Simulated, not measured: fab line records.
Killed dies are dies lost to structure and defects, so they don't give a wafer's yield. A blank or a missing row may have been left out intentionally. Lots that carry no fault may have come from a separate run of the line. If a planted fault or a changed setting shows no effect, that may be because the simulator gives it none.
fab line records	flow n5_finfet
record lots=5	wafers=15	last_day=17
route steps=1938 shown BEOL_M15@1783
lots that met no fault: from a run of the same line without faults
start_h: hours from the record's first day to the start of the lot's first wafer shown	wait_h: time in hours since the lot's previous step	" identical to the entry in the row above	L1.1+2: several wafers, shown together as one row	- no value, or no start given	* or withheld: withheld	< > ~ a bound
route shown NAME@n: names a module that has steps shown in the file, with the first one's number in the route	usual: mean and standard deviation over wafers with no fault	same: alike in all rows	chamber/n: place in a boat	sites: per-site readings	_std_site: standard deviation of those values	_edge_site: inner sites' mean taken away from outer sites' mean	radius_mm: how far each site lies from the wafer's centre	mask NAME#n: copy n	behind: the tool/chamber that last shaped the wafer	hold: the reason the lot was held/the length of the hold in hours/how it ended	device: transistor that didn't switch, given as n, p or np	end of line: at the end of the route, the tests of the same wafers	a step given without rows: its recipe and nothing more	killed: dies that structure and defects cost at the first sort, which is not the same as the wafer's yield	map: a wafer's dies, x killed, . not, _ none there
set.NAME: the setting as run; set.NAME@STEP: as run at that earlier step	model.NAME: the simulator's own value behind a step, which no gauge read
certain route steps with their lots: each step a table, each wafer a row
services: from which hour (start_h, from the record's first day; less than 0 if before it) a tool's chamber was out of use, for how many hours, and why
## steps
# step N5_BEOL_M15_CD_MEAS_10
# recipe target_cd_nm=360	landing_energy_ev=500	detector=se_inlens	polarity=opening
# usual cd_nm=360.2/1.8
lot.wafer	tool	chamber	start_h	wait_h	cd_nm
L075.1	cd_sem-01	0	248.00	-	360.8
L075.4	"	0	"	"	360.9
L075.5	"	0	"	"	361.4
L084.1	cd_sem-03	0	321.89	-	361.6
L084.3	"	0	"	"	359.5
L084.6	"	0	"	"	362.6
L086.1	cd_sem-03	0	324.78	-	362.4
L086.3	"	0	"	"	361.3
L086.5	"	0	"	"	358.9
L096.1	cd_sem-03	0	391.78	-	359.6
L096.4	"	0	"	"	359.3
L096.5	"	0	"	"	359.8
L097.2	cd_sem-01	0	393.83	-	361.0
L097.5	"	0	"	"	361.5
L097.6	"	0	"	"	363.1
# step N5_BEOL_M15_OVL_MEAS_11
# recipe points_per_wafer=44
# usual V14_OVL=1/4.8
lot.wafer	tool	chamber	start_h	wait_h	V14_OVL[nm]
L075.1	overlay-02	0	248.03	0.0	8
L075.4	"	0	"	"	-1
L075.5	"	0	"	"	5
L084.1	overlay-02	0	321.92	0.0	-6
L084.3	"	0	"	"	-3
L084.6	"	0	"	"	-4
L086.1	overlay-02	0	324.81	0.0	11
L086.3	"	0	"	"	5
L086.5	"	0	"	"	-1
L096.1	overlay-02	0	391.81	0.0	-1
L096.4	"	0	"	"	-10
L096.5	"	0	"	"	-4
L097.2	overlay-02	0	393.86	0.0	-5
L097.5	"	0	"	"	2
L097.6	"	0	"	"	-1
# step N5_BEOL_M15_INSPECT_12
# recipe mode=adi	inspect_instrument=macro
# usual raw_defect_count=2.0/1.4
lot.wafer	tool	chamber	start_h	wait_h	raw_defect_count
L075.1	defect_inspect-02	-	248.05	0.0	2
L075.4	"	-	"	"	1
L075.5	"	-	"	"	2
L084.1	defect_inspect-01	-	321.94	0.0	2
L084.3	"	-	"	"	2
L084.6	"	-	"	"	6
L086.1	defect_inspect-02	-	324.83	0.0	4
L086.3	"	-	"	"	1
L086.5	"	-	"	"	4
L096.1	defect_inspect-01	-	391.83	0.0	2
L096.4	"	-	"	"	3
L096.5	"	-	"	"	1
L097.2	defect_inspect-01	-	393.88	0.0	1
L097.5	"	-	"	"	1
L097.6	"	-	"	"	3
# step N5_BEOL_M15_DESCUM_15
# recipe chemistry=O2	time_s=7.9	source_power_w=50	bias_power_w=20	pressure_mtorr=20	rf_frequency_hz=2.712e+07	temp_c=40	o2_flow_sccm=225
# usual bias_power_w=19.99/0.057	drypump_motor_current_A=5.8/0.51	o2_flow_sccm=225.0/0.66	oes_product_au=0.79/0.071	rf_vpp_V=243.3/1.2	showerhead_plenum_p_Torr=2.09/0.067	throttle_valve_pct=20.45/0.29
# same time_s=7.9
lot.wafer	tool	chamber	start_h	wait_h	bias_power_w	drypump_motor_current_A	o2_flow_sccm	oes_product_au	rf_hours_counter_h	rf_vpp_V	showerhead_plenum_p_Torr	throttle_valve_pct
L075.1	rie_diel-05	3	248.09	0.0	20.04	6.3	224.6	0.78	117	243.6	2.10	20.80
L075.4	"	2	"	"	19.98	5.2	226.0	0.73	191	243.5	2.07	20.28
L075.5	"	1	"	"	19.96	5.7	223.6	0.71	-	243.1	2.00	20.74
L084.1	rie_diel-04	0	322.08	0.1	19.93	6.5	225.3	0.92	17	244.3	2.13	20.23
L084.3	"	2	"	"	20.03	6.4	225.6	0.71	184	241.0	1.98	20.76
L084.6	"	3	"	"	19.96	5.4	224.6	0.91	-	242.9	2.12	19.87
L086.1	rie_diel-05	2	325.25	0.4	19.97	5.2	225.0	0.72	213	243.1	2.07	20.30
L086.3	"	1	"	"	19.94	5.8	225.2	0.70	196	240.3	1.99	20.79
L086.5	"	0	"	"	19.96	5.7	224.0	0.75	-	244.8	2.18	20.22
L096.1	rie_diel-04	2	391.87	0.0	20.07	6.4	224.4	0.69	206	242.1	1.97	20.81
L096.4	"	1	"	"	20.03	5.6	225.0	0.73	184	245.1	2.10	20.59
L096.5	"	2	"	"	20.00	6.4	224.9	0.69	-	241.3	1.97	20.81
L097.2	rie_diel-04	1	393.92	0.0	20.00	5.6	224.9	0.72	185	245.2	2.09	20.59
L097.5	"	0	"	"	19.98	6.5	224.8	0.88	-	244.4	2.12	20.26
L097.6	"	1	"	"	19.97	5.6	225.2	0.71	-	243.4	2.09	20.59
# step N5_BEOL_M15_ETCH_59
# recipe chemistry=N2/H2	target=BARC	target_depth_a=890	overetch_a=267	time_s=67.9	ion_energy_ev=200	pressure_mtorr=30	source_w=840	bias_w=150	n2_flow_sccm=200	h2_flow_sccm=200
# usual drypump_motor_current_A=5.8/0.51	oes_product_au=0.67/0.056	rf_vpp_V=523.9/2.3	showerhead_plenum_p_Torr=2.55/0.083	throttle_valve_pct=17.94/0.27
# same time_s=67.9
lot.wafer	tool	chamber	start_h	wait_h	drypump_motor_current_A	oes_product_au	rf_hours_counter_h	rf_vpp_V	showerhead_plenum_p_Torr	throttle_valve_pct
L075.1	rie_diel-05	3	248.12	0.0	6.3	0.67	117	524.2	2.54	18.24
L075.4	"	2	"	"	5.2	0.62	191	525.5	2.53	17.84
L075.5	"	1	"	"	5.8	0.63	-	520.3	2.43	18.19
L084.1	rie_diel-04	0	322.12	0.0	6.5	0.78	17	524.6	2.61	17.81
L084.3	"	2	"	"	6.5	0.61	184	520.9	2.43	18.28
L084.6	"	3	"	"	5.4	0.76	-	525.9	2.59	17.46
L086.1	rie_diel-05	2	325.28	0.0	5.2	0.60	213	524.6	2.52	17.88
L086.3	"	1	"	"	5.8	0.61	196	521.2	2.42	18.23
L086.5	"	0	"	"	5.7	0.65	-	526.6	2.66	17.69
L096.1	rie_diel-04	2	391.90	0.0	6.5	0.60	206	520.5	2.42	18.32
L096.4	"	1	"	"	5.6	0.62	184	523.7	2.54	18.18
L096.5	"	2	"	"	6.5	0.59	-	519.4	2.42	18.32
L097.2	rie_diel-04	1	393.95	0.0	5.6	0.61	185	523.9	2.54	18.16
L097.5	"	0	"	"	6.5	0.75	-	524.8	2.60	17.86
L097.6	"	1	"	"	5.6	0.62	-	523.1	2.54	18.16
# step N5_BEOL_M15_VIA_ETCH_16
# recipe chemistry=C4F8/O2/Ar	target=SiO2	he_inner_torr=15	he_outer_torr=30	target_depth_a=17922	time_s=withheld	ion_energy_ev=800	pressure_mtorr=20	source_w=1905	bias_w=2040	Ar_flow_sccm=400	C4F8_flow_sccm=16	O2_flow_sccm=12	ends=cleared
# usual C4F8_flow_sccm=16.00/0.047	O2_flow_sccm=12.00/0.038	drypump_motor_current_A=5.8/0.52	oes_ar_750_au=0.78/0.067	oes_product_au=0.71/0.065	rf_vpp_V=2219/49	showerhead_plenum_p_Torr=3.44/0.089	throttle_valve_pct=31.0/0.39
lot.wafer	tool	chamber	start_h	wait_h	C4F8_flow_sccm	O2_flow_sccm	drypump_motor_current_A	oes_ar_750_au	oes_product_au	rf_vpp_V	showerhead_plenum_p_Torr	throttle_valve_pct
L075.1	rie_diel-05	3	248.17	0.0	16.02	12.00	6.3	0.80	0.71	2155	3.47	31.5
L075.4	"	2	"	"	16.05	12.01	5.2	0.73	0.65	2201	3.42	30.8
L075.5	"	1	"	"	16.03	11.98	5.8	0.73	0.65	2194	3.30	31.2
L084.1	rie_diel-04	0	322.17	0.0	16.01	11.97	6.5	0.92	0.84	2285	3.50	30.8
L084.3	"	2	"	"	15.97	12.07	6.5	0.71	0.63	2182	3.33	31.7
L084.6	"	3	"	"	15.96	12.01	5.4	0.89	0.82	2250	3.50	30.4
L086.1	rie_diel-05	2	325.33	0.0	15.97	12.05	5.2	0.71	0.64	2199	3.41	30.8
L086.3	"	1	"	"	15.99	11.95	5.8	0.70	0.63	2194	3.28	31.2
L086.5	"	0	"	"	15.95	12.03	5.7	0.75	0.68	2294	3.58	30.6
L096.1	rie_diel-04	2	391.95	0.0	15.94	11.98	6.4	0.70	0.62	2181	3.32	31.7
L096.4	"	1	"	"	15.93	12.00	5.5	0.72	0.64	2135	3.43	31.0
L096.5	"	2	"	"	15.97	11.99	6.5	0.70	0.61	2180	3.32	31.7
L097.2	rie_diel-04	1	394.00	0.0	16.10	12.01	5.6	0.72	0.64	2135	3.43	31.0
L097.5	"	0	"	"	16.01	11.98	6.5	0.87	0.79	2285	3.49	30.8
L097.6	"	1	"	"	16.07	12.04	5.6	0.72	0.65	2134	3.43	31.1
# step N5_BEOL_M15_STRIP_63
# recipe chemistry=O2	power_w=600	temp_c=60	pressure_mtorr=30	rf_frequency_hz=6e+07	bias_power_w=0	overash_fraction=0.3	o2_flow_sccm=225
# usual drypump_motor_current_A=5.8/0.51	o2_flow_sccm=225.0/0.68	oes_product_au=0.79/0.07	rf_vpp_V=3.7/0.72	showerhead_plenum_p_Torr=2.10/0.067	throttle_valve_pct=16.68/0.28
# same bias_power_w=0
lot.wafer	tool	chamber	start_h	wait_h	drypump_motor_current_A	o2_flow_sccm	oes_product_au	rf_hours_counter_h	rf_vpp_V	showerhead_plenum_p_Torr	throttle_valve_pct
L075.1	rie_diel-05	3	-	-	6.3	224.7	0.78	117	3.6	2.10	17.02
L075.4	"	2	"	"	5.2	226.0	0.75	191	4.5	2.08	16.51
L075.5	"	1	"	"	5.8	226.3	0.73	-	3.3	2.00	16.94
L084.1	rie_diel-04	0	-	-	6.5	225.6	0.92	17	4.5	2.13	16.43
L084.3	"	2	"	"	6.5	225.2	0.70	184	4.1	1.98	17.01
L084.6	"	3	"	"	5.4	224.7	0.88	-	3.6	2.12	16.14
L086.1	rie_diel-05	2	-	-	5.2	225.2	0.72	213	4.0	2.07	16.56
L086.3	"	1	"	"	5.8	225.3	0.70	197	2.2	1.99	16.98
L086.5	"	0	"	"	5.7	225.1	0.76	-	4.3	2.19	16.44
L096.1	rie_diel-04	2	-	-	6.5	224.8	0.68	206	2.8	1.98	17.02
L096.4	"	1	"	"	5.6	225.7	0.72	184	5.4	2.10	16.80
L096.5	"	2	"	"	6.5	226.3	0.69	-	2.7	1.98	17.03
L097.2	rie_diel-04	1	-	-	5.6	225.1	0.72	185	4.3	2.10	16.81
L097.5	"	0	"	"	6.5	225.5	0.90	-	3.0	2.12	16.48
L097.6	"	1	"	"	5.5	222.8	0.72	-	3.3	2.10	16.81
# step N5_BEOL_M15_STRIP_64
# recipe chemistry=O2	power_w=600	temp_c=60	pressure_mtorr=30	rf_frequency_hz=6e+07	bias_power_w=0	overash_fraction=0.3	o2_flow_sccm=225
# usual drypump_motor_current_A=5.8/0.52	o2_flow_sccm=224.9/0.61	oes_product_au=0.79/0.07	rf_vpp_V=3.8/0.45	showerhead_plenum_p_Torr=2.10/0.067	throttle_valve_pct=16.68/0.28
# same bias_power_w=0
lot.wafer	tool	chamber	start_h	wait_h	drypump_motor_current_A	o2_flow_sccm	oes_product_au	rf_hours_counter_h	rf_vpp_V	showerhead_plenum_p_Torr	throttle_valve_pct
L075.1	rie_diel-05	3	-	-	6.3	224.9	0.79	117	4.0	2.10	17.02
L075.4	"	2	"	"	5.2	224.7	0.73	191	4.1	2.08	16.54
L075.5	"	1	"	"	5.8	225.7	0.72	-	3.7	2.00	16.95
L084.1	rie_diel-04	0	-	-	6.5	225.1	0.95	17	3.7	2.13	16.45
L084.3	"	2	"	"	6.5	224.9	0.71	184	4.2	1.98	17.00
L084.6	"	3	"	"	5.4	224.8	0.89	-	3.5	2.12	16.13
L086.1	rie_diel-05	2	-	-	5.2	226.0	0.73	213	3.2	2.07	16.56
L086.3	"	1	"	"	5.7	225.6	0.71	197	3.9	1.99	17.01
L086.5	"	0	"	"	5.7	225.7	0.75	-	3.3	2.19	16.47
L096.1	rie_diel-04	2	-	-	6.4	225.8	0.69	206	3.7	1.98	17.02
L096.4	"	1	"	"	5.6	224.5	0.72	184	3.4	2.10	16.82
L096.5	"	2	"	"	6.4	225.2	0.69	-	4.2	1.98	17.04
L097.2	rie_diel-04	1	-	-	5.6	224.4	0.72	185	3.7	2.10	16.80
L097.5	"	0	"	"	6.5	224.9	0.88	-	2.8	2.12	16.49
L097.6	"	1	"	"	5.6	224.8	0.72	-	3.3	2.10	16.82
# step N5_BEOL_M15_STRIP_65
# recipe chemistry=post_etch_residue_remover	time_s=60	temp_c=25	remover_ph=withheld	remover_water_wt_pct=withheld	remover_fluoride_wt_pct=withheld
# same time_s=60
lot.wafer	tool	chamber	start_h	wait_h
L075.1+4+5	wet_bench-02	2,5,1	248.53	-
L084.1+3+6	wet_bench-04	0,7,5	322.52	-
L086.1+3+5	wet_bench-05	5,0,2	325.68	-
L096.1+4+5	wet_bench-04	7,3,2	392.31	-
L097.2+5+6	wet_bench-02	3,1,6	394.35	-
# step N5_BEOL_M15_SRD_66
# recipe time_s=30	temp_c=23	rinse_liquid=diw	dry=n2_spin	spin_rpm=1500	dry_time_s=30
# same time_s=30
lot.wafer	tool	chamber	start_h	wait_h
L075.1+4+5	wet_bench-02	2,5,1	248.54	0.0
L084.1+3+6	wet_bench-04	0,7,5	322.54	0.0
L086.1+3+5	wet_bench-05	5,0,2	325.70	0.0
L096.1+4+5	wet_bench-04	7,3,2	392.32	0.0
L097.2+5+6	wet_bench-02	3,1,6	394.37	0.0
# step N5_BEOL_M15_CD_MEAS_17
# recipe target_cd_nm=360	polarity=opening
# usual cd_nm=361.2/2.2
lot.wafer	tool	chamber	start_h	wait_h	cd_nm
L075.1	cd_sem-03	-	248.58	0.0	362.1
L075.4	"	-	"	"	360.5
L075.5	"	-	"	"	362.3
L084.1	cd_sem-02	-	322.58	0.0	362.8
L084.3	"	-	"	"	361.7
L084.6	"	-	"	"	364.2
L086.1	cd_sem-01	-	325.74	0.0	361.1
L086.3	"	-	"	"	360.7
L086.5	"	-	"	"	359.3
L096.1	cd_sem-01	-	392.36	0.0	359.3
L096.4	"	-	"	"	359.5
L096.5	"	-	"	"	359.9
L097.2	cd_sem-02	-	394.42	0.0	362.2
L097.5	"	-	"	"	365.0
L097.6	"	-	"	"	364.7
# step N5_BEOL_M15_COAT_56
# recipe resist=SOC	temp_c=250	time_s=60	spin_rpm=1500	resist_thk_nm=550
# usual plate_temp_C=250.02/0.16
# same time_s=60
lot.wafer	tool	chamber	start_h	wait_h	plate_temp_C
L075.1	litho_track-01	0	248.62	0.0	250.18
L075.4	"	0	"	"	250.14
L075.5	"	0	"	"	249.96
L084.1	litho_track-04	0	322.62	0.0	249.92
L084.3	"	0	"	"	249.88
L084.6	"	0	"	"	249.93
L086.1	litho_track-01	0	325.78	0.0	250.04
L086.3	"	0	"	"	250.24
L086.5	"	0	"	"	249.69
L096.1	litho_track-03	0	392.40	0.0	250.33
L096.4	"	0	"	"	250.03
L096.5	"	0	"	"	250.15
L097.2	litho_track-04	0	394.46	0.0	249.98
L097.5	"	0	"	"	250.12
L097.6	"	0	"	"	250.33
# step N5_BEOL_M15_ETCH_57
# recipe chemistry=N2/H2	target=SOC	source_w=3000	bias_w=350	time_s=750	ion_energy_ev=200	pressure_mtorr=30	n2_flow_sccm=200	h2_flow_sccm=200
# usual drypump_motor_current_A=5.8/0.53	oes_product_au=0.79/0.072	rf_vpp_V=523.9/2.3	showerhead_plenum_p_Torr=2.54/0.08	throttle_valve_pct=17.82/0.27
# same time_s=750
lot.wafer	tool	chamber	start_h	wait_h	drypump_motor_current_A	oes_product_au	rf_hours_counter_h	rf_vpp_V	showerhead_plenum_p_Torr	throttle_valve_pct
L075.1	rie_diel-01	1	248.69	-	5.5	0.85	89	525.2	2.58	17.41
L075.4	"	0	"	"	6.8	0.85	74	527.6	2.70	17.80
L075.5	"	3	"	"	5.2	0.84	-	526.0	2.57	17.93
L084.1	rie_diel-05	3	322.86	-	6.3	0.76	142	523.2	2.53	18.18
L084.3	"	0	"	"	5.7	0.76	140	527.4	2.66	17.58
L084.6	"	0	"	"	5.7	0.75	-	527.2	2.66	17.58
L086.1	rie_diel-05	0	325.84	-	5.7	0.75	141	527.3	2.66	17.57
L086.3	"	1	"	"	5.8	0.71	197	518.8	2.42	18.13
L086.5	"	1	"	"	5.8	0.71	-	520.6	2.42	18.13
L096.1	rie_diel-01	3	392.47	-	5.2	0.79	110	524.6	2.55	17.99
L096.4	"	2	"	"	5.3	0.84	76	522.8	2.46	17.74
L096.5	"	2	"	"	5.4	0.83	-	521.7	2.46	17.75
L097.2	rie_diel-04	0	394.61	-	6.5	0.89	40	524.7	2.60	17.76
L097.5	"	2	"	"	6.5	0.69	-	521.2	2.42	18.20
L097.6	"	3	"	"	5.4	0.87	-	525.3	2.58	17.38
# step N5_BEOL_M15_COAT_60
# recipe resist=BARC	temp_c=205	time_s=60	spin_rpm=1500	resist_thk_nm=89
# usual plate_temp_C=205.02/0.16
# same time_s=60
lot.wafer	tool	chamber	start_h	wait_h	plate_temp_C
L075.1	litho_track-03	0	249.19	0.3	205.14
L075.4	"	0	"	"	205.03
L075.5	"	0	"	"	205.04
L084.1	litho_track-04	0	323.36	0.3	205.17
L084.3	"	0	"	"	205.43
L084.6	"	0	"	"	205.22
L086.1	litho_track-04	0	326.35	0.3	204.80
L086.3	"	0	"	"	204.79
L086.5	"	0	"	"	204.87
L096.1	litho_track-01	0	392.98	0.3	205.12
L096.4	"	0	"	"	205.01
L096.5	"	0	"	"	205.12
L097.2	litho_track-03	0	395.11	0.3	205.20
L097.5	"	0	"	"	204.97
L097.6	"	0	"	"	205.18
# step N5_BEOL_M15_COAT_22
# recipe spin_rpm=1704	resist_thk_nm=800
lot.wafer	tool	chamber	start_h	wait_h
L075.1+4+5	litho_track-03	0	-	-
L084.1+3+6	litho_track-04	0	-	-
L086.1+3+5	litho_track-04	0	-	-
L096.1+4+5	litho_track-01	0	-	-
L097.2+5+6	litho_track-03	0	-	-
# step N5_BEOL_M15_EBR_24
# recipe solvent=PGMEA	ebr_width_mm=1.5
lot.wafer	tool	chamber	start_h	wait_h
L075.1+4+5	litho_track-03	0	-	-
L084.1+3+6	litho_track-04	0	-	-
L086.1+3+5	litho_track-04	0	-	-
L096.1+4+5	litho_track-01	0	-	-
L097.2+5+6	litho_track-03	0	-	-
# step N5_BEOL_M15_SOFTBAKE_23
# recipe temp_c=130	time_s=60
# usual plate_temp_C=130.03/0.12
# same time_s=60
lot.wafer	tool	chamber	start_h	wait_h	plate_temp_C
L075.1	litho_track-03	0	-	-	129.84
L075.4	"	0	"	"	130.03
L075.5	"	0	"	"	130.06
L084.1	litho_track-04	0	-	-	130.00
L084.3	"	0	"	"	130.05
L084.6	"	0	"	"	130.08
L086.1	litho_track-04	0	-	-	130.11
L086.3	"	0	"	"	130.30
L086.5	"	0	"	"	130.04
L096.1	litho_track-01	0	-	-	130.05
L096.4	"	0	"	"	130.00
L096.5	"	0	"	"	129.99
L097.2	litho_track-03	0	-	-	130.05
L097.5	"	0	"	"	129.97
L097.6	"	0	"	"	130.20
# step N5_BEOL_M15_EXPOSE_25
# recipe mask_id=M15	na=0.8	source_shape=annular	sigma_inner=0.5	sigma_outer=0.8	polarization=unpolarized	target_cd_nm=400	dose_mj=35.5
# usual stage_vel_mm_s=499.97/0.26
lot.wafer	tool	chamber	start_h	wait_h	mask	stage_vel_mm_s
L075.1	krf_scanner-02	0	249.41	-	M15#0	499.88
L075.4	"	0	"	"	M15#0	500.31
L075.5	"	0	"	"	M15#0	499.92
L084.1	krf_scanner-02	0	323.58	-	M15#0	499.89
L084.3	"	0	"	"	M15#0	500.13
L084.6	"	0	"	"	M15#0	500.54
L086.1	krf_scanner-01	0	326.45	-	M15#0	500.30
L086.3	"	0	"	"	M15#0	500.00
L086.5	"	0	"	"	M15#0	499.78
L096.1	krf_scanner-01	0	393.20	-	M15#0	499.79
L096.4	"	0	"	"	M15#0	500.11
L096.5	"	0	"	"	M15#0	500.14
L097.2	krf_scanner-01	0	395.34	-	M15#0	500.11
L097.5	"	0	"	"	M15#0	500.23
L097.6	"	0	"	"	M15#0	499.88
# step N5_BEOL_M15_PEB_26
# recipe peb_temp_c=130	peb_time_s=90
# usual plate_temp_C=130.03/0.13
lot.wafer	tool	chamber	start_h	wait_h	plate_temp_C
L075.1	litho_track-01	0	249.47	0.1	130.10
L075.4	"	0	"	"	129.96
L075.5	"	0	"	"	130.21
L084.1	litho_track-01	0	323.64	0.1	130.03
L084.3	"	0	"	"	129.97
L084.6	"	0	"	"	129.94
L086.1	litho_track-03	0	326.51	0.1	130.03
L086.3	"	0	"	"	129.96
L086.5	"	0	"	"	130.16
L096.1	litho_track-01	0	393.26	0.1	130.13
L096.4	"	0	"	"	130.12
L096.5	"	0	"	"	130.11
L097.2	litho_track-01	0	395.39	0.0	129.95
L097.5	"	0	"	"	130.21
L097.6	"	0	"	"	130.00
# step N5_BEOL_M15_DEVELOP_27
# recipe develop_time_s=45	rinse_liquid=diw	dry=air_spin	dev_temp_c=21
lot.wafer	tool	chamber	start_h	wait_h
L075.1+4+5	litho_track-01	0	-	-
L084.1+3+6	litho_track-01	0	-	-
L086.1+3+5	litho_track-03	0	-	-
L096.1+4+5	litho_track-01	0	-	-
L097.2+5+6	litho_track-01	0	-	-
# step N5_BEOL_M15_HARDBAKE_32
# recipe temp_c=130	time_s=120
# usual plate_temp_C=130.03/0.13
# same time_s=120
lot.wafer	tool	chamber	start_h	wait_h	plate_temp_C
L075.1	litho_track-01	0	-	-	129.97
L075.4	"	0	"	"	129.86
L075.5	"	0	"	"	129.89
L084.1	litho_track-01	0	-	-	130.05
L084.3	"	0	"	"	129.90
L084.6	"	0	"	"	129.92
L086.1	litho_track-03	0	-	-	129.82
L086.3	"	0	"	"	130.15
L086.5	"	0	"	"	130.07
L096.1	litho_track-01	0	-	-	130.14
L096.4	"	0	"	"	130.30
L096.5	"	0	"	"	129.99
L097.2	litho_track-01	0	-	-	130.10
L097.5	"	0	"	"	130.28
L097.6	"	0	"	"	130.09
# step N5_BEOL_M15_CD_MEAS_28
# recipe target_cd_nm=407.6	landing_energy_ev=500	detector=se_inlens
# usual cd_nm=408.3/1.8
lot.wafer	tool	chamber	start_h	wait_h	cd_nm
L075.1	cd_sem-01	0	249.58	-	409.2
L075.4	"	0	"	"	408.2
L075.5	"	0	"	"	410.9
L084.1	cd_sem-02	0	323.75	-	409.2
L084.3	"	0	"	"	408.1
L084.6	"	0	"	"	411.2
L086.1	cd_sem-03	0	326.63	-	407.6
L086.3	"	0	"	"	409.3
L086.5	"	0	"	"	406.5
L096.1	cd_sem-03	0	393.37	-	404.6
L096.4	"	0	"	"	406.6
L096.5	"	0	"	"	405.3
L097.2	cd_sem-02	0	395.51	-	406.7
L097.5	"	0	"	"	406.9
L097.6	"	0	"	"	408.5
# step N5_BEOL_M15_OVL_MEAS_29
# recipe points_per_wafer=44
# usual M15_OVL=1/4.6
lot.wafer	tool	chamber	start_h	wait_h	M15_OVL[nm]
L075.1	overlay-02	0	249.61	0.0	-2
L075.4	"	0	"	"	9
L075.5	"	0	"	"	-7
L084.1	overlay-01	0	323.78	0.0	5
L084.3	"	0	"	"	8
L084.6	"	0	"	"	1
L086.1	overlay-02	0	326.66	0.0	3
L086.3	"	0	"	"	5
L086.5	"	0	"	"	3
L096.1	overlay-02	0	393.40	0.0	2
L096.4	"	0	"	"	0
L096.5	"	0	"	"	4
L097.2	overlay-01	0	395.54	0.0	-3
L097.5	"	0	"	"	-2
L097.6	"	0	"	"	0
# step N5_BEOL_M15_INSPECT_30
# recipe mode=adi	inspect_instrument=macro
# usual raw_defect_count=2.1/1.5
lot.wafer	tool	chamber	start_h	wait_h	raw_defect_count
L075.1	defect_inspect-01	-	249.64	0.0	2
L075.4	"	-	"	"	2
L075.5	"	-	"	"	3
L084.1	defect_inspect-01	-	323.81	0.0	1
L084.3	"	-	"	"	5
L084.6	"	-	"	"	2
L086.1	defect_inspect-01	-	326.68	0.0	2
L086.3	"	-	"	"	1
L086.5	"	-	"	"	4
L096.1	defect_inspect-01	-	393.43	0.0	3
L096.4	"	-	"	"	2
L096.5	"	-	"	"	0
L097.2	defect_inspect-01	-	395.56	0.0	3
L097.5	"	-	"	"	1
L097.6	"	-	"	"	5
# step N5_BEOL_M15_DESCUM_33
# recipe chemistry=O2	time_s=7.9	source_power_w=50	bias_power_w=20	pressure_mtorr=20	rf_frequency_hz=2.712e+07	temp_c=40	o2_flow_sccm=225
# usual bias_power_w=20.01/0.066	drypump_motor_current_A=5.7/0.5	o2_flow_sccm=225.0/0.71	oes_product_au=0.79/0.066	rf_vpp_V=243.2/1.3	showerhead_plenum_p_Torr=2.09/0.065	throttle_valve_pct=20.45/0.28
# same time_s=7.9
lot.wafer	tool	chamber	start_h	wait_h	bias_power_w	drypump_motor_current_A	o2_flow_sccm	oes_product_au	rf_hours_counter_h	rf_vpp_V	showerhead_plenum_p_Torr	throttle_valve_pct
L075.1	rie_diel-04	2	249.67	0.0	20.01	6.5	224.6	0.72	159	240.6	1.99	20.73
L075.4	"	2	"	"	19.98	6.5	224.5	0.72	-	244.3	1.99	20.74
L075.5	"	3	"	"	19.95	5.3	224.6	0.96	-	244.8	2.13	19.82
L084.1	rie_diel-04	2	323.84	0.0	19.96	6.5	226.3	0.70	185	240.5	1.98	20.76
L084.3	"	1	"	"	19.95	5.6	225.2	0.74	162	242.5	2.10	20.56
L084.6	"	0	"	"	19.90	6.5	224.4	0.93	-	243.0	2.13	20.22
L086.1	rie_diel-01	0	326.75	0.1	20.06	6.7	225.8	0.82	98	244.7	2.20	20.44
L086.3	"	3	"	"	19.97	5.2	225.4	0.80	92	243.7	2.12	20.67
L086.5	"	0	"	"	20.07	6.7	225.3	0.82	-	245.0	2.20	20.45
L096.1	rie_diel-01	1	393.46	0.0	19.91	5.5	224.1	0.80	130	243.6	2.11	20.13
L096.4	"	2	"	"	19.97	5.4	225.6	0.83	77	242.0	2.03	20.49
L096.5	"	1	"	"	20.01	5.5	225.1	0.80	-	243.1	2.11	20.11
L097.2	rie_diel-05	3	395.60	0.0	19.98	6.3	224.6	0.73	165	242.2	2.08	20.88
L097.5	"	3	"	"	19.96	6.3	224.8	0.74	-	244.6	2.08	20.89
L097.6	"	2	"	"	19.85	5.2	224.2	0.70	-	243.8	2.06	20.33
# step N5_BEOL_M15_ETCH_61
# recipe chemistry=N2/H2	target=BARC	target_depth_a=890	overetch_a=267	time_s=67.9	ion_energy_ev=200	pressure_mtorr=30	source_w=840	bias_w=150	n2_flow_sccm=200	h2_flow_sccm=200
# usual drypump_motor_current_A=5.8/0.5	oes_product_au=0.67/0.054	rf_vpp_V=523.9/2.2	showerhead_plenum_p_Torr=2.55/0.081	throttle_valve_pct=17.93/0.25
# same time_s=67.9
lot.wafer	tool	chamber	start_h	wait_h	drypump_motor_current_A	oes_product_au	rf_hours_counter_h	rf_vpp_V	showerhead_plenum_p_Torr	throttle_valve_pct
L075.1	rie_diel-04	2	249.71	0.0	6.5	0.62	159	520.7	2.44	18.24
L075.4	"	2	"	"	6.5	0.63	-	520.9	2.44	18.22
L075.5	"	3	"	"	5.4	0.81	-	523.8	2.60	17.42
L084.1	rie_diel-04	2	323.88	0.0	6.5	0.61	185	520.9	2.43	18.28
L084.3	"	1	"	"	5.6	0.63	162	523.7	2.55	18.13
L084.6	"	0	"	"	6.5	0.79	-	525.3	2.61	17.82
L086.1	rie_diel-01	0	326.78	0.0	6.8	0.69	98	527.1	2.69	17.91
L086.3	"	3	"	"	5.2	0.68	92	526.3	2.56	18.06
L086.5	"	0	"	"	6.8	0.69	-	527.4	2.69	17.92
L096.1	rie_diel-01	1	393.50	0.0	5.5	0.67	130	523.5	2.56	17.61
L096.4	"	2	"	"	5.3	0.72	77	521.6	2.46	17.86
L096.5	"	1	"	"	5.5	0.68	-	522.7	2.56	17.61
L097.2	rie_diel-05	3	395.63	0.0	6.3	0.63	165	523.0	2.52	18.31
L097.5	"	3	"	"	6.3	0.64	-	522.8	2.52	18.31
L097.6	"	2	"	"	5.2	0.59	-	523.6	2.51	17.94
## services
tool	chamber	start_h	hours	kind
krf_scanner-02	-	231.44	2.3	repair
krf_scanner-02	-	236.76	0.8	pm
rie_diel-04	0	239.05	-	clean
rie_diel-04	0	239.05	-	consumable_replace:focus_ring
rie_diel-04	0	239.05	24.7	scheduled_down
rie_diel-04	0	239.05	24.7	vent_cycle
krf_scanner-02	0	250.15	-	calibration
krf_scanner-02	-	278.03	1.0	pm
krf_scanner-01	-	280.89	0.8	pm
litho_track-01	-	285.79	-	consumable_replace:filter
rie_diel-01	1	286.80	6.7	repair
rie_diel-05	0	300.39	21.1	repair
rie_diel-05	2	303.66	4.9	repair
krf_scanner-01	-	331.12	3.6	pm
rie_diel-05	0	334.70	17.2	repair
litho_track-03	-	345.39	-	consumable_replace:filter
krf_scanner-01	0	362.06	-	calibration
krf_scanner-01	-	364.05	1.0	pm
krf_scanner-01	-	374.67	1.3	pm
rie_diel-01	3	375.65	2.5	repair
krf_scanner-02	-	379.27	1.3	pm
wet_bench-05	-	391.56	1.2	repair
## key
fault none
